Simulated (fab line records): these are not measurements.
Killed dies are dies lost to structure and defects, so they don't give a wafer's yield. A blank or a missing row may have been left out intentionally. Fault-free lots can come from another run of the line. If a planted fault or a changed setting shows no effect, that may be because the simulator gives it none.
Comparing a struck lot with a sound one || flow n5-finfet || 14 steps out of a route of 1938
Sound: the wafers L571.2, L571.5, L571.6. Wafers L572.1, L572.3, L572.4 were the ones struck. The cause is given at the end.
At each step with rows: each side's tool, then ch and its chambers, then its first start. Under that, the readings that differ: sound wafers || struck wafers || difference of the means || sigmas: that difference in standard deviations of wafers without a fault.
alike: same words and numbers on both sides, and readings whose means sit less than 2 such deviations apart. not compared: any withheld reading, any reading some wafer has no value for, any bound like >300 that may hide the same value, and any number with overlapping values for which the record gives no deviation.
Wherever a step has rows on one side only, a row that says differs or no value, or a row with sigmas, the two part there. Numbers that don't overlap but have no deviation are shown without sigmas and don't part them. A reading missing from all wafers of one side parts the sides only when that side holds two or more wafers.

N5_BEOL_M12_THK_MEAS_50: measures by xrf.
  sound on film-metro-02 at day 15 05:49; struck on film-metro-02 at day 14 17:20
  alike: M12_THK
then, 1 step without rows for these wafers: N5_BEOL_M12_PRE_CLEAN_52 (time 15 s).
N5_BEOL_M12_DEP_53: deposits SiCN from 3MS/NH3, target thk 30 nm, time 10.5 s.
  sound on pecvd-02 ch 0,1,2, day 15 05:53; struck on pecvd-03 ch 0,2, day 14 17:24
  alike: showerhead-plenum-p-Torr, throttle-valve-pct
N5_BEOL_M12_RS_MEAS_54: uses a four-point probe to measure.
  sound on film-metro-02 at day 15 05:57; struck on film-metro-01 at day 14 17:28
  alike: M12_RS
N5_BEOL_M12_INSPECT_55: inspects for defects (darkfield).
  sound on defect-inspect-02 at day 15 05:59; struck on defect-inspect-02 at day 14 17:29
  alike: raw-defect-count
N5_BEOL_M13_ILD_DEP_00: deposits SiOC from DEMS/O2, target thk 837.92 nm, time 166.4 s.
  sound on pecvd-01 ch 0,1,2, day 15 06:01; struck on pecvd-01 ch 0,1, day 14 17:31
  alike: heater-power-w, showerhead-plenum-p-Torr, throttle-valve-pct
N5_BEOL_M13_THK_MEAS_01:
  sound on film-metro-02 at day 15 06:10; struck on film-metro-02 at day 14 17:40
  alike: M13_ILD_THK
then, 5 steps without rows for these wafers: N5_BEOL_M13_COAT_58 (time 60 s, resist thk 89 nm); N5_BEOL_M13_COAT_04 (resist thk 400 nm); N5_BEOL_M13_EBR_06; N5_BEOL_M13_SOFTBAKE_05 (time 60 s); N5_BEOL_M13_EXPOSE_07 (exposes mask V12).
N5_BEOL_M13_PEB_08: peb time 90 s.
  struck on litho-track-03, day 14 17:59; sound on litho-track-03 ch 0, day 15 06:21
  no value came back on the struck wafers for chill-plate-temp-C (C), exhaust-pa (Pa), heater-power-total-W (W); on the sound wafers chill-plate-temp-C (C) reads 23.04 23.03 23.25
then, 1 step without rows for these wafers: N5_BEOL_M13_DEVELOP_09 (develop time 45 s).

== WHERE THEY PART ==
Only at N5_BEOL_M13_PEB_08, within this record.

WHY: whatever the simulator had introduced
Entire step skipped (litho-track-03, N5_BEOL_M13_PEB_08), from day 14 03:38 onward. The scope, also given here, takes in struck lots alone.
